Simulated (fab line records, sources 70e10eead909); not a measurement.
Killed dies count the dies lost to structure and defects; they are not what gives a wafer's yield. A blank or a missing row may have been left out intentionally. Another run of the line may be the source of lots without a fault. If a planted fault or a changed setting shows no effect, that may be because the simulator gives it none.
Which tool is to blame? -- flow nand-harc -- 24 lots with 72 wafers sampled at 6 steps, on a route of 1302 steps

== WHAT EACH GAUGE READ, for each wafer ==
The record lacks any reading of a measuring or inspecting step that a usual standard deviation could be used to judge.

== TOOL THAT RAN EACH LOT (tool first, then ch and the chambers of the sampled wafers, then the start) ==
lot,NHARC_A_CONTACT_ETCH_112,NHARC_A_CONTACT_ETCH_113,NHARC_A_CONTACT_ETCH_120,NHARC_A_CONTACT_ETCH_90,NHARC_A_CONTACT_ETCH_76,NHARC_A_CONTACT_ETCH_124
L074,"har-cap-etch-02 ch 0,1, day 21 05:55","har-cap-etch-02 ch 0,1, day 21 06:05","har-cap-etch-02 ch 0,1, day 21 07:17","rie-diel-12 ch 0,1,3, day 21 08:46","rie-diel-12 ch 0,3, day 21 18:16 or earlier","har-cap-etch-03 ch 0,1, day 21 18:16"
L075,"har-cap-etch-03 ch 0,1, day 22 01:21","har-cap-etch-03 ch 0,1, day 22 01:31","har-cap-etch-03 ch 0,1, day 22 02:43","rie-diel-12 ch 0,1,3, day 22 04:14","rie-diel-01 ch 0,2,3, day 22 11:35 or earlier","har-cap-etch-01 ch 0,1, day 22 11:35"
L076,"har-cap-etch-02 ch 0, day 22 10:32","har-cap-etch-02 ch 0, day 22 10:43","har-cap-etch-02 ch 0, day 22 11:55","rie-diel-12 ch 0,1,3, day 22 13:26","rie-diel-07 ch 0,2,3, day 22 20:18 or earlier","har-cap-etch-02 ch 0,1, day 22 20:18"
L077,"har-cap-etch-01 ch 0,1, day 23 00:16","har-cap-etch-01 ch 0,1, day 23 00:26","har-cap-etch-01 ch 0,1, day 23 01:38","rie-diel-01 ch 1,2, day 23 03:08","rie-diel-12 ch 0,1,2, day 23 10:43 or earlier","har-cap-etch-01 ch 0,1, day 23 10:43"
L078,"har-cap-etch-03 ch 0,1, day 23 01:05","har-cap-etch-03 ch 0,1, day 23 01:16","har-cap-etch-03 ch 0,1, day 23 02:28","rie-diel-07 ch 2,3, day 23 03:54","rie-diel-07 ch 0,3, day 23 11:44 or earlier","har-cap-etch-03 ch 0,1, day 23 11:44"
L080,"har-cap-etch-02 ch 0,1, day 23 15:43","har-cap-etch-02 ch 0,1, day 23 15:56","har-cap-etch-02 ch 0,1, day 23 17:08","rie-diel-12 ch 0,1,2, day 23 18:35","rie-diel-12 ch 1,2,3, day 24 01:53 or earlier","har-cap-etch-02 ch 0,1, day 24 01:53"
L079,"har-cap-etch-01 ch 0,1, day 24 03:07","har-cap-etch-01 ch 0,1, day 24 03:17","har-cap-etch-01 ch 0,1, day 24 04:29","rie-diel-12 ch 1,3, day 24 05:58","rie-diel-12 ch 1,2,3, day 24 12:52 or earlier","har-cap-etch-02 ch 1, day 24 12:52"
L081,"har-cap-etch-03 ch 0,1, day 25 03:35","har-cap-etch-03 ch 0,1, day 25 03:45","har-cap-etch-03 ch 0,1, day 25 04:57","rie-diel-12 ch 0,3, day 25 06:26","rie-diel-12 ch 0,2,3, day 25 13:13 or earlier","har-cap-etch-01 ch 0,1, day 25 13:13"
L082,"har-cap-etch-02 ch 0,1, day 25 04:29","har-cap-etch-02 ch 0,1, day 25 04:39","har-cap-etch-02 ch 0,1, day 25 05:50","rie-diel-12 ch 0,1,3, day 25 07:20","rie-diel-12 ch 2,3, day 25 17:03 or earlier","har-cap-etch-02 ch 0,1, day 25 17:03"
L083,"har-cap-etch-03 ch 0,1, day 25 14:23","har-cap-etch-03 ch 0,1, day 25 14:34","har-cap-etch-03 ch 0,1, day 25 15:46","rie-diel-07 ch 0,1,2, day 25 17:13","rie-diel-01 ch 0,2,3, day 26 00:17 or earlier","har-cap-etch-03 ch 0,1, day 26 00:17"
L084,"har-cap-etch-02 ch 0,1, day 26 01:02","har-cap-etch-02 ch 0,1, day 26 01:13","har-cap-etch-02 ch 0,1, day 26 02:25","rie-diel-12 ch 0,2, day 26 03:54","rie-diel-01 ch 0,1,3, day 26 11:31 or earlier","har-cap-etch-03 ch 0,1, day 26 11:31"
L085,"har-cap-etch-03 ch 0,1, day 26 05:01","har-cap-etch-03 ch 0,1, day 26 05:14","har-cap-etch-03 ch 0,1, day 26 06:50","rie-diel-01 ch 0,1,3, day 26 08:39","rie-diel-12 ch 0,1,3, day 26 15:31 or earlier","har-cap-etch-01 ch 0,1, day 26 15:31"
L086,"har-cap-etch-02 ch 0,1, day 26 10:28","har-cap-etch-02 ch 0,1, day 26 10:38","har-cap-etch-02 ch 0,1, day 26 11:50","rie-diel-12 ch 0,1,3, day 26 13:17","rie-diel-01 ch 2,3, day 26 22:20 or earlier","har-cap-etch-03 ch 0,1, day 26 22:20"
L088,"har-cap-etch-02 ch 0, day 27 03:17","har-cap-etch-02 ch 0, day 27 03:27","har-cap-etch-02 ch 0, day 27 04:39","rie-diel-07 ch 0,2,3, day 27 06:10","rie-diel-07 ch 0,2, day 27 13:43 or earlier","har-cap-etch-01 ch 0,1, day 27 13:43"
L087,"har-cap-etch-03 ch 0,1, day 27 08:01","har-cap-etch-03 ch 0,1, day 27 08:11","har-cap-etch-03 ch 0,1, day 27 09:23","rie-diel-12 ch 0,2,3, day 27 10:53","rie-diel-12 ch 0,1,3, day 27 18:05 or earlier","har-cap-etch-03 ch 0,1, day 27 18:05"
L089,"har-cap-etch-02 ch 0,1, day 27 09:11","har-cap-etch-02 ch 0,1, day 27 09:22","har-cap-etch-02 ch 0,1, day 27 10:34","rie-diel-12 ch 0,3, day 27 12:03","rie-diel-12 ch 1,2,3, day 27 20:40 or earlier","har-cap-etch-03 ch 0,1, day 27 20:40"
L091,"har-cap-etch-02 ch 0,1, day 27 18:29","har-cap-etch-02 ch 0,1, day 27 18:40","har-cap-etch-02 ch 0,1, day 27 19:52","rie-diel-12 ch 0,1,3, day 27 21:22","rie-diel-12 ch 0,2,3, day 28 04:20 or earlier","har-cap-etch-03 ch 0,1, day 28 04:20"
L090,"har-cap-etch-01 ch 0,1, day 27 19:09","har-cap-etch-01 ch 0,1, day 27 19:19","har-cap-etch-01 ch 0,1, day 27 20:31","rie-diel-01 ch 0,1, day 27 22:01","rie-diel-01 ch 0,1,2, day 28 05:25 or earlier","har-cap-etch-02 ch 0, day 28 05:25"
L092,"har-cap-etch-01 ch 0,1, day 29 05:59","har-cap-etch-01 ch 0,1, day 29 06:10","har-cap-etch-01 ch 0,1, day 29 07:22","rie-diel-01 ch 0,1,2, day 29 08:52","rie-diel-07 ch 0,1,2, day 29 18:23 or earlier","har-cap-etch-01 ch 0,1, day 29 18:23"
L093,"har-cap-etch-03 ch 0,1, day 29 06:57","har-cap-etch-03 ch 0,1, day 29 07:11","har-cap-etch-03 ch 0,1, day 29 08:47","rie-diel-12 ch 0,1,2, day 29 10:38","rie-diel-12 ch 0,1,3, day 29 19:04 or earlier","har-cap-etch-03 ch 0,1, day 29 19:04"
L094,"har-cap-etch-02 ch 1, day 29 17:59","har-cap-etch-02 ch 1, day 29 18:13","har-cap-etch-02 ch 1, day 29 19:38","rie-diel-01 ch 0,1,2, day 29 21:08","rie-diel-12 ch 0,1,3, day 30 05:19 or earlier","har-cap-etch-01 ch 0, day 30 05:19"
L095,"har-cap-etch-01 ch 0,1, day 29 23:16","har-cap-etch-01 ch 0,1, day 29 23:27","har-cap-etch-01 ch 0,1, day 30 00:39","rie-diel-01 ch 1,2,3, day 30 02:09","rie-diel-12 ch 0,2,3, day 30 09:14 or earlier","har-cap-etch-02 ch 1, day 30 09:14"
L096,"har-cap-etch-02 ch 0, day 30 22:25","har-cap-etch-02 ch 0, day 30 22:35","har-cap-etch-02 ch 0, day 30 23:47","rie-diel-12 ch 1,3, day 31 01:16","rie-diel-12 ch 1,2, day 31 09:12 or earlier","har-cap-etch-02 ch 0,1, day 31 09:12"
L097,"har-cap-etch-03 ch 0,1, day 31 07:34","har-cap-etch-03 ch 0,1, day 31 07:44","har-cap-etch-03 ch 0,1, day 31 08:56","rie-diel-12 ch 0,2,3, day 31 10:26","rie-diel-12 ch 0,1, day 31 18:25 or earlier","har-cap-etch-03 ch 0,1, day 31 18:25"
- NHARC_A_CONTACT_ETCH_112: etches the open film in C4F8/O2/Ar, time 190 s, target depth 1850 nm.
- NHARC_A_CONTACT_ETCH_113: etches the open film in C4F8/O2/Ar, time 190 s, target depth 1850 nm.
- NHARC_A_CONTACT_ETCH_120: etches the open film in C4F8/O2/Ar, time 190 s, target depth 1850 nm.
- NHARC_A_CONTACT_ETCH_90: etches the open film in CH3F/O2, target depth 40 nm, time 85.7 s.
- NHARC_A_CONTACT_ETCH_76: etches the open film in N2/H2, target depth 260 nm, time 475.3 s.
- NHARC_A_CONTACT_ETCH_124: etches the open film in C4F8/O2/Ar, time 140 s, target depth 700 nm.

== WHAT THE TOOLS THEMSELVES READ (means of the sampled wafers that have a number; where no wafer has one, the mark that the record gives instead) ==
NHARC_A_CONTACT_ETCH_90.
lot,tool,drypump-motor-current-A (A),o2-flow-sccm (sccm),oes-product-au (a.u.),rf-vpp-V (V),showerhead-plenum-p-Torr (Torr),throttle-valve-pct (%)
L074,rie-diel-12,5.8,29.96,0.92,246.3,2.57,20.659
L075,rie-diel-12,5.8,30.04,0.93,245.4,2.57,20.657
L076,rie-diel-12,5.8,30.01,0.93,246.1,2.57,20.659
L077,rie-diel-01,5.6,29.99,0.92,242.8,2.33,20.658
L078,rie-diel-07,5.9,29.98,0.98,245.3,2.54,20.662
L080,rie-diel-12,5.4,30.02,0.92,245.2,2.48,20.657
L079,rie-diel-12,6.0,29.98,0.96,246.0,2.58,20.663
L081,rie-diel-12,5.6,30.00,0.92,245.4,2.55,20.664
L082,rie-diel-12,5.8,29.99,1.00,246.7,2.56,20.669
L083,rie-diel-07,5.8,30.02,0.92,244.4,2.46,20.665
L084,rie-diel-12,5.2,30.02,0.93,244.4,2.47,20.673
L085,rie-diel-01,5.3,30.07,0.93,243.5,2.43,20.669
L086,rie-diel-12,5.8,29.93,1.00,245.5,2.56,20.652
L088,rie-diel-07,5.9,29.95,0.92,245.7,2.56,20.665
L087,rie-diel-12,5.6,29.99,1.00,243.9,2.47,20.657
L089,rie-diel-12,5.6,29.96,1.00,245.5,2.55,20.653
L091,rie-diel-12,5.8,30.07,1.00,245.8,2.56,20.666
L090,rie-diel-01,5.7,29.99,0.93,243.9,2.45,20.663
L092,rie-diel-01,5.5,30.01,1.00,245.3,2.54,20.661
L093,rie-diel-12,5.4,29.94,0.96,244.6,2.47,20.665
L094,rie-diel-01,5.5,29.88,0.92,245.6,2.53,20.668
L095,rie-diel-01,5.5,29.99,0.92,244.3,2.45,20.665
L096,rie-diel-12,6.2,30.08,0.93,245.3,2.56,20.657
L097,rie-diel-12,5.6,30.00,0.93,244.2,2.46,20.670

NHARC_A_CONTACT_ETCH_76.
lot,tool,drypump-motor-current-A (A),h2-flow-sccm (sccm),oes-product-au (a.u.),rf-vpp-V (V),showerhead-plenum-p-Torr (Torr),throttle-valve-pct (%)
L074,rie-diel-12,5.7,150.3,0.998,433.6,2.13,14.179
L075,rie-diel-01,5.1,150.2,1.000,429.5,1.99,14.184
L076,rie-diel-07,5.9,149.8,0.992,434.0,2.14,14.174
L077,rie-diel-12,5.4,149.9,1.000,431.4,2.06,14.178
L078,rie-diel-07,5.9,150.0,1.003,433.8,2.16,14.173
L080,rie-diel-12,5.8,149.4,0.997,431.3,2.06,14.168
L079,rie-diel-12,5.8,149.8,1.001,431.0,2.06,14.182
L081,rie-diel-12,5.6,150.0,1.000,430.7,2.05,14.173
L082,rie-diel-12,5.5,150.3,1.009,428.9,1.98,14.178
L083,rie-diel-01,5.1,150.3,1.000,432.6,2.10,14.175
L084,rie-diel-01,5.3,150.1,1.005,430.0,2.02,14.170
L085,rie-diel-12,5.8,150.0,0.995,433.4,2.13,14.168
L086,rie-diel-01,5.2,150.0,0.984,431.9,2.11,14.163
L088,rie-diel-07,5.9,149.8,1.000,431.4,2.11,14.181
L087,rie-diel-12,5.8,150.4,0.998,432.3,2.13,14.169
L089,rie-diel-12,5.8,149.7,1.004,430.2,2.06,14.173
L091,rie-diel-12,5.6,150.1,1.006,430.5,2.05,14.170
L090,rie-diel-01,5.5,150.4,0.999,431.5,2.11,14.172
L092,rie-diel-07,5.7,150.3,0.995,433.2,2.15,14.177
L093,rie-diel-12,5.9,149.7,1.003,432.1,2.13,14.170
L094,rie-diel-12,5.8,150.1,1.003,433.0,2.13,14.169
L095,rie-diel-12,5.6,149.6,0.998,430.8,2.04,14.169
L096,rie-diel-12,5.4,149.7,0.993,429.0,1.97,14.169
L097,rie-diel-12,5.5,149.6,1.004,432.7,2.12,14.165

== THE ANSWER, worked out from the rows above alone ==
Rule: the lots themselves supply what counts as usual. Put in order of their means at a reading, lots are off if they are a third of the lots or fewer, leave a main group of 4 or more, and stand apart from it by a gap of 3 or more times the standard deviation of the main group's means; of several such gaps the widest counts. The tables above print the reading to a certain number of digits; a main group whose means all agree to those digits is not used. A lot without any number at a reading at which 4 lots or more have one is off too. All remaining lots with rows at the step are treated as sound. First the gauges in route order, then the tools' own readings, where a lot's mean is used as printed above. The first step at which some lot is off is used, and at that step the reading that is off furthest; a lot without a number counts as furthest.
No lot is off on any of the readings shown, so nothing can be concluded from this.

== WHAT WAS PUT IN BY THE SIMULATOR ==
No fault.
